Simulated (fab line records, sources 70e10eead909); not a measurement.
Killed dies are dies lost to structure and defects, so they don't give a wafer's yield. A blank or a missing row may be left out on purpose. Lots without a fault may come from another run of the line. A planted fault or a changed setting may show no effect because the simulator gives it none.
fab line records | flow nand_harc
record lots=5 wafers=15 last_day=32
route steps=1302 shown A_BONDPAD@1216 HYBRID_BOND@1237 THIN_TSV@1244 END@1302
lots that met no fault: from a run of the same line without faults
start_h: hours from the record's first day to the start of the lot's first wafer shown | wait_h: hours since the lot's step before | " the same as in the row above | L1.1+2: a row that stands for several wafers | - no value, or no start given | * or withheld: withheld | < > ~ a bound
route shown NAME@n: a module of which the file shows steps, and the number in the route of the first | usual: mean/standard deviation of fault-free wafers | same: alike in all rows | chamber/n: place in a boat | sites: the reading at each site | _std_site: their standard deviation | _edge_site: outer sites' mean less inner sites' | radius_mm: how far each site lies from the wafer's centre | mask NAME#n: copy n | behind: the tool/chamber that last shaped the wafer | hold: why the lot was held/for how many hours/how that ended | device: the transistor (n, p or np) that didn't switch | end of line: the same wafers' tests at the end of the route | a step without rows: its recipe alone | killed: dies lost to structure and defects at the first sort, not the wafer's yield | map: a wafer's dies, x killed, . not, _ none there
set.NAME: the setting as run; set.NAME@STEP: as run at that earlier step | model.NAME: the simulator's own value behind a step, which no gauge read
lots at some steps of the route; a table a step, a row a wafer
services: from which hour (start_h, from the record's first day; less than 0 if before it) a tool's chamber was out of use, for how many hours, and why
## steps
# step NHARC_A_BONDPAD_OVL_MEAS_35
# usual overlay_x_nm=-1/5 overlay_y_nm=1/6.3
# columns lot.wafer tool chamber start_h wait_h overlay_x_nm overlay_y_nm
L778.3 overlay-01 - 542.10 - -5 -2
L778.4 " - " " -5 -2
L778.6 " - " " -5 -2
L782.1 overlay-01 - 569.94 - 2 7
L782.3 " - " " 3 7
L782.6 " - " " 3 7
L783.1 overlay-01 - 591.40 - 1 -8
L783.2 " - " " 1 -8
L783.6 " - " " 0 -8
L788.2 overlay-02 - 636.85 - 0 -9
L788.4 " - " " 0 -8
L788.5 " - " " 0 -8
L797.1 overlay-01 - 730.04 - 9 9
L797.3 " - " " 8 9
L797.5 " - " " 9 9
# step NHARC_A_BONDPAD_HARDBAKE_10
# recipe temp_c=118 time_s=65
# step NHARC_A_BONDPAD_DESCUM_11
# recipe time_s=3 o2_flow_sccm=200 ar_flow_sccm=0 bias_power_w=0 chemistry=O2
# step NHARC_A_BONDPAD_ETCH_34
# recipe target_depth_a=600 overetch_a=180 time_s=65.91 ion_energy_ev=200 n2_flow_sccm=150 h2_flow_sccm=150 ar_flow_sccm=0 rf_w=400 bias_w=150 chemistry=N2/H2
# usual bias_w=150.0/0.43 drypump_motor_current_A=5.6/0.58 oes_product_au=0.999/0.01 rf_vpp_V=431.7/2.5 showerhead_plenum_p_Torr=2.08/0.088 throttle_valve_pct=14.171/0.0088
# columns lot.wafer tool chamber start_h wait_h bias_w drypump_motor_current_A oes_product_au rf_hours_counter_h rf_vpp_V showerhead_plenum_p_Torr throttle_valve_pct
L778.4 rie_diel-07 3 542.31 0.1 150.1 5.1 1.010 2 435.7 2.19 14.175
L778.3 " 1 " " 149.9 5.4 1.023 2 427.7 1.98 14.163
L778.6 " 2 " " 150.5 6.5 0.990 - 431.8 2.05 14.165
L782.1 rie_diel-09 3 570.15 0.1 149.8 5.7 1.004 8 429.5 2.01 14.164
L782.3 " 1 " " 150.4 6.3 1.006 8 426.3 1.92 14.167
L782.6 " 2 " " 148.8 6.0 0.995 - 434.3 2.21 14.168
L783.1 rie_diel-07 0 591.62 0.1 149.8 5.1 0.996 3 432.8 2.11 14.184
L783.2 " 1 " " 149.4 5.4 0.999 3 429.7 1.98 14.173
L783.6 " 3 " " 150.6 5.1 1.006 - 435.4 2.19 14.173
L788.2 rie_diel-07 1 637.05 0.1 150.1 5.4 1.012 4 429.2 1.98 14.175
L788.4 " 2 " " 150.2 6.5 0.994 4 432.4 2.05 14.172
L788.5 " 2 " " 150.3 6.5 0.995 - 430.8 2.05 14.182
L797.1 rie_diel-07 2 730.25 0.1 151.1 6.5 0.988 3 429.8 2.05 14.189
L797.3 " 1 " " 149.2 5.4 0.991 3 428.3 1.98 14.166
L797.5 " 2 " " 150.0 6.5 0.991 - 431.1 2.05 14.172
# step NHARC_A_BONDPAD_ETCH_12
# recipe target_depth_a=2200 time_s=110 chf3_flow_sccm=50 o2_flow_sccm=10 ar_flow_sccm=200 rf_w=500 bias_w=200 chemistry=CHF3/O2
# step NHARC_A_BONDPAD_CD_MEAS_13
# usual cd_nm=499.2/1.8
# columns lot.wafer tool chamber start_h wait_h cd_nm
L778.3 cd_sem-01 - 542.54 - 496.1
L778.4 " - " " 498.8
L778.6 " - " " 498.9
L782.1 cd_sem-03 - 570.38 - 498.6
L782.3 " - " " 499.4
L782.6 " - " " 499.6
L783.1 cd_sem-02 - 591.84 - 497.7
L783.2 " - " " 497.8
L783.6 " - " " 497.7
L788.2 cd_sem-03 - 637.29 - 501.0
L788.4 " - " " 498.5
L788.5 " - " " 503.7
L797.1 cd_sem-01 - 730.48 - 501.6
L797.3 " - " " 501.8
L797.5 " - " " 502.1
# step NHARC_A_BONDPAD_STRIP_15
# recipe o2_flow_sccm=500 ar_flow_sccm=0 bias_w=0 chemistry=O2
# step NHARC_A_BONDPAD_ETCH_24
# recipe target_depth_a=300 over_etch_frac=0.3 time_s=72.99 ion_energy_ev=150 cf4_flow_sccm=50 n2_flow_sccm=100 ar_flow_sccm=150 rf_w=300 bias_w=100 chemistry=CF4/N2
# usual bias_w=100.01/0.28 drypump_motor_current_A=5.7/0.56 oes_product_au=1.001/0.01 rf_vpp_V=315.0/2.2 showerhead_plenum_p_Torr=2.68/0.12 throttle_valve_pct=19.794/0.0096
# columns lot.wafer tool chamber start_h wait_h bias_w drypump_motor_current_A oes_product_au rf_hours_counter_h rf_vpp_V showerhead_plenum_p_Torr throttle_valve_pct
L778.3 rie_diel-09 3 542.80 0.2 99.96 5.7 1.011 5 313.0 2.59 19.798
L778.4 " 3 " " 99.71 5.7 1.000 - 312.4 2.59 19.785
L778.6 " 0 " " 100.20 5.2 1.009 - 316.4 2.78 19.773
L782.1 rie_diel-09 2 - - 100.06 6.0 1.002 9 317.5 2.83 19.797
L782.3 " 3 " " 100.20 5.7 0.994 8 313.6 2.59 19.793
L782.6 " 2 " " 99.95 6.0 0.998 - 317.5 2.83 19.802
L783.2 rie_diel-08 1 - - 99.92 6.5 1.016 9 313.0 2.54 19.796
L783.1 " 3 " " 100.22 6.3 0.989 13 317.8 2.78 19.804
L783.6 " 0 " " 99.75 4.9 0.990 - 316.3 2.80 19.800
L788.2 rie_diel-07 2 - - 99.64 6.5 0.994 4 314.3 2.64 19.798
L788.4 " 0 " " 99.69 5.1 0.990 5 314.2 2.71 19.799
L788.5 " 2 " " 100.08 6.5 0.992 - 313.3 2.64 19.777
L797.1 rie_diel-09 1 730.90 0.2 100.10 6.3 0.995 8 311.2 2.47 19.812
L797.3 " 2 " " 100.24 6.0 0.991 7 317.6 2.82 19.799
L797.5 " 1 " " 100.20 6.3 1.013 - 310.9 2.47 19.807
# step NHARC_A_BONDPAD_STRIP_16
# recipe time_s=600 temp_c=30 chemistry=post_etch_residue_remover
# step NHARC_A_BONDPAD_DEGAS_25
# recipe temp_c=300 time_s=60
# step NHARC_A_BONDPAD_PRE_CLEAN_26
# recipe time_s=30 temp_c=280 gas=H2/He
# usual heater_power_w=413/46
# columns lot.wafer tool chamber start_h wait_h heater_power_w
L778.4 pvd_sputter-02 - - - 397
L778.3 " - " " 475
L778.6 " - " " 404
L782.1 pvd_sputter-03 - - - 396
L782.3 " - " " 366
L782.6 " - " " 395
L783.1 pvd_sputter-01 - - - 332
L783.2 " - " " 407
L783.6 " - " " 400
L788.4 pvd_sputter-03 - - - 399
L788.2 " - " " 362
L788.5 " - " " 499
L797.1 pvd_sputter-01 - - - 451
L797.3 " - " " 408
L797.5 " - " " 401
# step NHARC_A_BONDPAD_PVD_17
# recipe target_thk_a=50 bias_v=168.6 power_w=15000 chamber_pressure_pa=0.12 time_s=8.06 substrate_temp_c=50 material=TaN
# step NHARC_A_BONDPAD_PVD_27
# recipe target_thk_a=300 chamber_pressure_pa=5 power_w=5000 substrate_temp_c=30 time_s=20.49 material=Cu
# usual chamber_pressure_pa=5.000/0.0096 throttle_valve_pct=29.5/0.81
# columns lot.wafer tool chamber start_h wait_h chamber_pressure_pa throttle_valve_pct
L778.3 pvd_sputter-02 - 543.44 - 4.997 28.5
L778.4 " - " " 5.006 30.5
L778.6 " - " " 5.026 29.9
L782.1 pvd_sputter-03 - 571.25 - 4.995 28.8
L782.3 " - " " 5.005 29.5
L782.6 " - " " 5.009 29.1
L783.2 pvd_sputter-01 - 592.70 - 4.995 29.2
L783.1 " - " " 5.008 30.0
L783.6 " - " " 5.004 30.8
L788.2 pvd_sputter-03 - 638.13 - 5.008 28.8
L788.4 " - " " 5.005 30.5
L788.5 " - " " 4.992 29.3
L797.1 pvd_sputter-01 - 731.54 - 4.990 30.7
L797.3 " - " " 5.014 29.9
L797.5 " - " " 4.987 29.3
# step NHARC_A_BONDPAD_ECD_18
# recipe target_thk_a=4000 bath_temp_c=25 material=Cu
# step NHARC_A_BONDPAD_ANNEAL_28
# recipe temp_c=225 time_s=90
# usual wafer_temp_C_max=225.70/0.23
# columns lot.wafer tool chamber start_h wait_h wafer_temp_C_max
L778.3 rtp_anneal-01 0 544.04 - 225.53
L778.4 " 0 " " 225.44
L778.6 " 0 " " 225.21
L782.1 rtp_anneal-01 0 571.75 0.3 225.74
L782.3 " 0 " " 225.67
L782.6 " 0 " " 225.82
L783.1 rtp_anneal-02 0 593.20 - 225.97
L783.2 " 0 " " 226.16
L783.6 " 0 " " 226.01
L788.2 rtp_anneal-01 0 638.69 - 225.27
L788.4 " 0 " " 225.57
L788.5 " 0 " " 225.59
L797.1 rtp_anneal-01 0 732.05 - 225.53
L797.3 " 0 " " 225.55
L797.5 " 0 " " 225.68
# step NHARC_A_BONDPAD_CMP_19
# recipe t_overpolish_s=30 cu_recess_touch_s=16 target_thk_nm=169.82
# step NHARC_A_BONDPAD_SRD_21
# recipe time_s=30 temp_c=23 dry_time_s=20 spin_rpm=1500
# step NHARC_A_BONDPAD_INSPECT_23
# usual raw_defect_count=539/120
# columns lot.wafer tool chamber start_h wait_h raw_defect_count
L778.3 defect_inspect-02 - 544.84 0.0 480
L778.4 " - " " 464
L778.6 " - " " 491
L782.1 defect_inspect-02 - 572.63 0.0 638
L782.3 " - " " 556
L782.6 " - " " 486
L783.1 defect_inspect-01 - 594.09 0.0 664
L783.2 " - " " 764
L783.6 " - " " 687
L788.2 defect_inspect-02 - 639.51 0.0 539
L788.4 " - " " 654
L788.5 " - " " 538
L797.1 defect_inspect-02 - 732.92 0.0 483
L797.3 " - " " 464
L797.5 " - " " 591
# step NHARC_HYBRID_BOND_ACTIVATE_00
# recipe time_s=60 n2_flow_sccm=200 ar_flow_sccm=0 bias_power_w=0 chemistry=N2
# step NHARC_HYBRID_BOND_PRECLEAN_01
# recipe time_s=300 temp_c=23 chemistry=DIW
# step NHARC_HYBRID_BOND_SRD_02
# recipe time_s=30 temp_c=23 dry_time_s=20 spin_rpm=1500
# step NHARC_HYBRID_BOND_BOND_03
# recipe temp_c=25
# step NHARC_HYBRID_BOND_ANNEAL_04
# recipe temp_c=300 time_s=7200 ramp_up_c_per_min=5 ramp_down_c_per_min=3 idle_temp_c=100 pressure_atm=1
# step NHARC_HYBRID_BOND_OVL_MEAS_05
# usual overlay_x_nm=-2/33 overlay_y_nm=0/31
# columns lot.wafer tool chamber start_h wait_h overlay_x_nm overlay_y_nm
L778.3 overlay-01 - 552.76 0.4 -12 -59
L778.4 " - " " 57 -2
L778.6 " - " " -13 -86
L782.1 overlay-01 - 584.05 0.4 -3 -72
L782.3 " - " " -3 11
L782.6 " - " " 1 6
L783.1 overlay-01 - 606.78 0.4 -127 -45
L783.2 " - " " -15 -12
L783.6 " - " " 28 -30
L788.2 overlay-02 - 645.84 0.4 22 -18
L788.4 " - " " -6 -59
L788.5 " - " " 8 6
L797.1 overlay-01 - 742.54 0.4 39 60
L797.5 " - " " 35 -18
# step NHARC_HYBRID_BOND_INSPECT_06
# recipe inspect_instrument=ir_void
# usual raw_defect_count=91/33
# columns lot.wafer tool chamber start_h wait_h raw_defect_count
L778.3 defect_inspect-01 - 552.83 0.1 91
L778.4 " - " " 94
L778.6 " - " " 122
L782.1 defect_inspect-02 - 584.10 0.0 99
L782.3 " - " " 108
L782.6 " - " " 116
L783.1 defect_inspect-02 - 606.83 0.0 116
L783.2 " - " " 117
L783.6 " - " " 102
L788.2 defect_inspect-02 - 645.90 0.1 81
L788.4 " - " " 106
L788.5 " - " " 89
L797.1 defect_inspect-02 - 742.59 0.0 85
L797.5 " - " " 71
# step NHARC_THIN_TSV_GRIND_00
# recipe target_thk_um=6
# step NHARC_THIN_TSV_CMP_01
# recipe target_thk_um=3
# step NHARC_THIN_TSV_THK_MEAS_02
# recipe thk_meas_gauge=ir
# usual thk_nm=2989/190
# columns lot.wafer tool chamber start_h wait_h thk_nm
L778.3 film_metro-02 - 556.85 - 2819
L778.4 " - " " 2917
L778.6 " - " " 3153
L782.1 film_metro-01 - 585.77 - 2912
L782.3 " - " " 2435
L782.6 " - " " 2878
L783.1 film_metro-02 - 608.45 - 2876
L783.2 " - " " 2902
L783.6 " - " " 3094
L788.2 film_metro-02 - 647.53 - 2718
L788.4 " - " " 2912
L788.5 " - " " 2852
L797.1 film_metro-02 - 748.22 - 3176
L797.5 " - " " 3288
# step NHARC_THIN_TSV_SRD_03
# step NHARC_THIN_TSV_PRECLEAN_41
# recipe time_s=* temp_c=50 bath_age_min=0 chemistry=SC1
# step NHARC_THIN_TSV_SRD_42
# step NHARC_THIN_TSV_DEP_43
# recipe target_thk_a=13285 temp_c=withheld pressure_torr=6.5 rf_w=900 teos_flow_sccm=161.4 flow_sccm=2650 target_thk_nm=1328.5 gas=O2 material=SiO2
# usual throttle_valve_pct=15.8/0.44
# columns lot.wafer tool chamber start_h wait_h throttle_valve_pct
L778.3 pecvd-04 0 557.07 - 16.3
L778.4 " 0 " " 16.4
L778.6 " 2 " " 15.5
L782.3 pecvd-01 1 586.06 - 16.5
L782.1 " 2 " " 15.9
L782.6 " 0 " " 15.3
L783.2 pecvd-04 1 608.67 - 16.2
L783.1 " 0 " " 16.1
L783.6 " 1 " " 16.6
L788.2 pecvd-04 1 647.88 - 16.2
L788.5 " 0 " " 16.4
L788.4 " 2 " " 15.4
L797.1 pecvd-04 2 748.49 - 15.5
L797.5 " 2 " " 15.7
# step NHARC_THIN_TSV_DEHYDRATE_04
# recipe temp_c=150 time_s=120
# step NHARC_THIN_TSV_HMDS_05
# recipe time_s=30
# step NHARC_THIN_TSV_COAT_06
# recipe spin_rpm=*
# step NHARC_THIN_TSV_SOFTBAKE_07
# recipe temp_c=122 time_s=95
# step NHARC_THIN_TSV_EBR_08
# step NHARC_THIN_TSV_EXPOSE_09
# recipe na=0.55 dose_mj=30.7 mask_id=TSV
# step NHARC_THIN_TSV_PEB_10
# recipe peb_temp_c=118 peb_time_s=85
# step NHARC_END_SORT_01
# recipe temp_c=25
# usual defect_limited_yield=91.2/2.6 killed_at_array=55/17 killed_at_other=1.1/1.6 killed_at_periphery=3.8/2.5 killed_dies=60/18 killed_open=3.3/1.9 killed_short=2.5/1.7
# same gross_dies=677
# columns lot.wafer tool chamber start_h wait_h defect_limited_yield[%] killed_at_array killed_at_other killed_at_periphery killed_dies killed_open killed_short
L797.3 prober-01 0 773.86 3.1 0 674 0 3 677 3 2
# killed by level:class
L797.3 A_BONDPAD:area_pvd=648 A_SLIT:chamber_film_flake=14 A_CHANNEL_HOLE_D1:chamber_film_flake=3 A_CHANNEL_HOLE_D1:geometric_particle:open=2 P_GATE:chamber_film_flake=2 A_ONON_D2:geometric_particle:short=1 A_CHANNEL_HOLE_D2:geometric_particle:short=1 A_WL_FILL:geometric_particle:open=1
# map L797.3 (x killed, . not)
____________x____________
_________xxxxxxx_________
_______xxxxxxxxxxx_______
______xxxxxxxxxxxxx______
_____xxxxxxxxxxxxxxx_____
____xxxxxxxxxxxxxxxxx____
____xxxxxxxxxxxxxxxxx____
___xxxxxxxxxxxxxxxxxxx___
___xxxxxxxxxxxxxxxxxxx___
__xxxxxxxxxxxxxxxxxxxxx__
__xxxxxxxxxxxxxxxxxxxxx__
_xxxxxxxxxxxxxxxxxxxxxxx_
_xxxxxxxxxxxxxxxxxxxxxxx_
_xxxxxxxxxxxxxxxxxxxxxxx_
_xxxxxxxxxxxxxxxxxxxxxxx_
_xxxxxxxxxxxxxxxxxxxxxxx_
xxxxxxxxxxxxxxxxxxxxxxxxx
xxxxxxxxxxxxxxxxxxxxxxxxx
xxxxxxxxxxxxxxxxxxxxxxxxx
xxxxxxxxxxxxxxxxxxxxxxxxx
xxxxxxxxxxxxxxxxxxxxxxxxx
_xxxxxxxxxxxxxxxxxxxxxxx_
_xxxxxxxxxxxxxxxxxxxxxxx_
_xxxxxxxxxxxxxxxxxxxxxxx_
_xxxxxxxxxxxxxxxxxxxxxxx_
_xxxxxxxxxxxxxxxxxxxxxxx_
__xxxxxxxxxxxxxxxxxxxxx__
__xxxxxxxxxxxxxxxxxxxxx__
___xxxxxxxxxxxxxxxxxxx___
___xxxxxxxxxxxxxxxxxxx___
____xxxxxxxxxxxxxxxxx____
____xxxxxxxxxxxxxxxxx____
_____xxxxxxxxxxxxxxx_____
______xxxxxxxxxxxxx______
_______xxxxxxxxxxx_______
_________xxxxxxx_________
____________x____________
# map L783.2 (x killed, . not)
____________.____________
_________......._________
_______..........._______
______.............______
_____..............._____
____.................____
____.................____
___............xx.....___
___...................___
__.....................__
__.....................__
_......................._
_......................._
_..............x........_
_.......x..........x...._
_......................._
......x..................
..x............x.........
..x......................
.xx......................
xxx..............x.......
_xxxxx.................._
_xxxxx.................._
_xxxxxx.x..............._
_xxxxxxx.......x.......x_
_xxxxxxxx..............._
__xxxxxxx..............__
__xxxx.xx...x..........__
___xxxxx..x..........x___
___...x...............___
____.x...............____
____...x.............____
_____.....x........._____
______.............______
_______..........._______
_________......._________
____________.____________
## services
# columns tool chamber start_h hours kind
rie_diel-07 3 523.40 4.1 repair
pvd_sputter-03 - 528.59 10.0 pm
rie_diel-09 1 539.40 16.1 repair
rie_diel-08 - 544.93 9.0 pm
pecvd-04 1 560.85 5.8 repair
rie_diel-07 0 572.60 3.6 repair
pvd_sputter-01 - 582.00 10.0 pm
rie_diel-07 2 594.18 2.5 repair
pvd_sputter-02 - 602.72 1.9 repair
rie_diel-09 - 620.17 1.2 repair
rie_diel-07 1 628.97 2.6 repair
pecvd-04 - 631.00 13.0 pm
pvd_sputter-02 - 638.04 10.0 pm
rie_diel-07 - 648.37 9.0 pm
rie_diel-09 - 674.14 9.0 pm
rie_diel-07 2 683.62 6.8 repair
pecvd-04 - 685.33 1.9 repair
pvd_sputter-03 - 706.59 10.0 pm
pvd_sputter-01 - 713.55 1.3 repair
pvd_sputter-03 - 717.21 0.5 repair
rie_diel-09 3 725.36 9.6 repair
rie_diel-07 2 739.02 7.1 repair
rie_diel-07 0 747.07 9.9 repair
rie_diel-07 3 747.47 15.9 repair
## key
first_sign step=NHARC_END_SORT_01 reading=killed_at_array direction=up sigmas=35 usual=55 struck=674
effect step=NHARC_END_SORT_01 reading=defect_limited_yield direction=down sigmas=35 usual=91.2 struck=0
more_kills_born_at NHARC_A_BONDPAD_PVD_27@pvd_sputter-01=648
met_at NHARC_A_BONDPAD_PVD_27
struck_wafers L797.3
later_rows_left_out L797.3
onset_between 592.70 731.54
fault kind=process_parameter_drift tool=pvd_sputter-01 chamber=- onset_h=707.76 steps=NHARC_A_BONDPAD_PVD_27 channel=target_thk_a offset=* shape=step end_h=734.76 acts_in=* stated=* scope=struck_wafers_only
# later_rows_left_out: the simulator's readings of these wafers behind a module that went badly wrong aren't trusted and aren't shown, but for the sort
